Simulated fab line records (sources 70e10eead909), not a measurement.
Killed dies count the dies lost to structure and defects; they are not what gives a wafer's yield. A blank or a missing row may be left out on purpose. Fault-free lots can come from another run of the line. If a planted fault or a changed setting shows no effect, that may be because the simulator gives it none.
The same fault as seen by 3 desks + flow nandHarc + what lay behind the numbers comes last; until then each desk has only its own

== FROM THE METROLOGY DESK ==
Means of the sampled wafers that have a number, per lot and without regard to the tool the lot ran on: this is what the gauges read. The brackets show how far a lot's mean lies from the usual mean; more than 4 standard deviations puts the lot out of limits, marked OUT.
Columns: A = cdNm at NHARC_A_ZERO_WELL_CD_MEAS_10, usual 1999.8 nm; B = thkNm at NHARC_A_ONON_D1_THK_MEAS_11, usual 1001 nm
| lot  | first seen here | A      | B               |
|------|-----------------|--------|-----------------|
| L713 | day 6 14:01     | 1999.2 | 994             |
| L714 | day 6 14:55     | 2000.6 | 995             |
| L715 | day 6 21:10     | 1997.8 | 1010            |
| L717 | day 7 09:25     | 1998.3 | 998             |
| L719 | day 8 00:06     | 2000.5 | 1002            |
| L720 | day 8 10:32     | 1998.6 | 994             |
| L723 | day 9 00:53     | 1999.7 | 1008            |
| L724 | day 9 04:54     | 2000.6 | 992             |
| L725 | day 9 19:26     | 2000.1 | 974             |
| L732 | day 11 02:43    | 2003.5 | 1042 (+4.1) OUT |
| L733 | day 11 13:22    | 1999.6 | 1044 (+4.3) OUT |
| L734 | day 11 14:00    | 2000.8 | 996             |
| L735 | day 12 03:56    | 1999.2 | 985             |
| L736 | day 12 04:58    | 1999.9 | 1020            |
Finding of this desk: L732, L733 out of limits; the first was L732 at day 12 06:08, on thkNm at NHARC_A_ONON_D1_THK_MEAS_11. In limits: L713, L714, L715, L717, L719, L720, L723, L724, L725, L734, L735, L736.

== THE DEFECT DESK ==
For each lot, the counts of the inspections along the route, averaged over the sampled wafers that have a number. The brackets show how far a lot's mean lies from the usual mean; more than 4 standard deviations puts the lot out of limits, marked OUT.
Columns: A = rawDefectCount at NHARC_A_ZERO_WELL_INSPECT_17, usual 12
| lot  | first seen here | A  |
|------|-----------------|----|
| L713 | day 6 15:31     | 7  |
| L714 | day 6 16:23     | 16 |
| L715 | day 6 22:40     | 17 |
| L717 | day 7 10:53     | 7  |
| L719 | day 8 01:35     | 9  |
| L720 | day 8 12:01     | 10 |
| L723 | day 9 02:23     | 10 |
| L724 | day 9 06:23     | 9  |
| L725 | day 9 20:57     | 11 |
| L732 | day 11 04:12    | 17 |
| L733 | day 11 14:49    | 7  |
| L734 | day 11 15:28    | 10 |
| L735 | day 12 05:31    | 29 |
| L736 | day 12 06:28    | 8  |
Result from this desk: across the 14 lots, nothing is out of limits.

== DESK OF THE TOOL OWNER: pecvdOnon-02 ==
The tool's own readings at NHARC_A_ONON_D1_DEP_09 (target thk 1000 nm): means of the sampled wafers that have a number, for each lot that ran on this tool. The brackets show how far a lot's mean lies from the usual mean; more than 4 standard deviations puts the lot out of limits, marked OUT.
Columns: A = nh3FlowSccm at NHARC_A_ONON_D1_DEP_09, usual 499.9 sccm
| lot  | first seen here | A     |
|------|-----------------|-------|
| L713 | day 7 13:51     | 499.7 |
| L715 | day 7 21:01     | 499.0 |
| L720 | day 9 10:48     | 499.4 |
| L724 | day 10 03:29    | 499.3 |
| L725 | day 10 20:10    | 498.0 |
| L732 | day 12 05:38    | 499.3 |
| L733 | day 12 14:41    | 498.8 |
Result from this desk: across the 7 lots, nothing is out of limits.

== BROUGHT TOGETHER ==
L732, L733 would have let the metrology desk raise an alarm at day 12 06:08.
No out-of-limits result turned up at the defect desk.
The desk of the tool owner found nothing out of limits.
The defect desk has L732, L733 on record, within its limits.
On record at the tool owner's desk: L732, L733, within its limits.
Of the lots named, all ran NHARC_A_ONON_D1_DEP_09 on pecvdOnon-02.

== WHAT THE SIMULATOR HAD PUT IN ==
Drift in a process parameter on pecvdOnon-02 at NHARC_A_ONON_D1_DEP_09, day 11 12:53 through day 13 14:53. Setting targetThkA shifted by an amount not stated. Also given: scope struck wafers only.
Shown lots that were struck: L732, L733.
Time in hours between the start of the fault and the first out-of-limits reading at each desk: metrology desk, 17.
